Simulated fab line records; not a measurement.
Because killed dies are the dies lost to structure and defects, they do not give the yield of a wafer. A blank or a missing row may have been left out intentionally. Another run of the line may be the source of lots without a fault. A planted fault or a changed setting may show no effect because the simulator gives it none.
Matching of chambers / flow nand harc / pecvd-03 running NHARC_A_STAIRCASE_DEP_417: 3 sister chambers
The step deposits Si3N4, target thk 60 nm. 3 wafers are shown with their chamber, then 10 later ones without.

## WAFERS PAIRED WITH THEIR CHAMBERS
wafer=L083.4; chamber=0; showerhead vpp V (V)=1444
wafer=L087.1; chamber=2; showerhead vpp V (V)=1326
wafer=L087.3; chamber=1; showerhead vpp V (V)=1303

## WAFERS MISSING THEIR CHAMBER
wafer=L087.5; showerhead vpp V (V)=1299
wafer=L094.1; showerhead vpp V (V)=1352
wafer=L094.4; showerhead vpp V (V)=1308
wafer=L094.5; showerhead vpp V (V)=1338
wafer=L095.1; showerhead vpp V (V)=1441
wafer=L095.3; showerhead vpp V (V)=1329
wafer=L095.4; showerhead vpp V (V)=1294
wafer=L096.1; showerhead vpp V (V)=1358
wafer=L096.3; showerhead vpp V (V)=1453
wafer=L096.6; showerhead vpp V (V)=1280

## WHICH CHAMBER EACH ONE RAN IN
wafer=L087.5; from the rows above=can't be placed: 1 or 2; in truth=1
wafer=L094.1; from the rows above=can't be placed: 2 or 1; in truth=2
wafer=L094.4; from the rows above=can't be placed: 1 or 2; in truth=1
wafer=L094.5; from the rows above=can't be placed: 2 or 1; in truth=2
wafer=L095.1; from the rows above=0; in truth=0
wafer=L095.3; from the rows above=can't be placed: 2 or 1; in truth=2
wafer=L095.4; from the rows above=can't be placed: 1 or 2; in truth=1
wafer=L096.1; from the rows above=can't be placed: 2 or 1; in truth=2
wafer=L096.3; from the rows above=0; in truth=0
wafer=L096.6; from the rows above=can't be placed: 1 or 2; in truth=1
2 of 10 placed correctly. These rows do not allow placing 8 (true chamber among the candidates in 8). Wrongly placed: 0.
How it was worked out, from the rows above alone: a wafer's distance from a chamber is the root of the sum, over the readings, of the square of ((its reading less the chamber's mean) divided by the reading's scatter). The wafer belongs to the nearest chamber; if the next one is less than 2 further off, it can't be placed. Each chamber's mean is taken over the wafers shown for it. The scatter: root of mean squared gap, hidden wafer to nearest shown wafer, with one shown wafer a chamber.
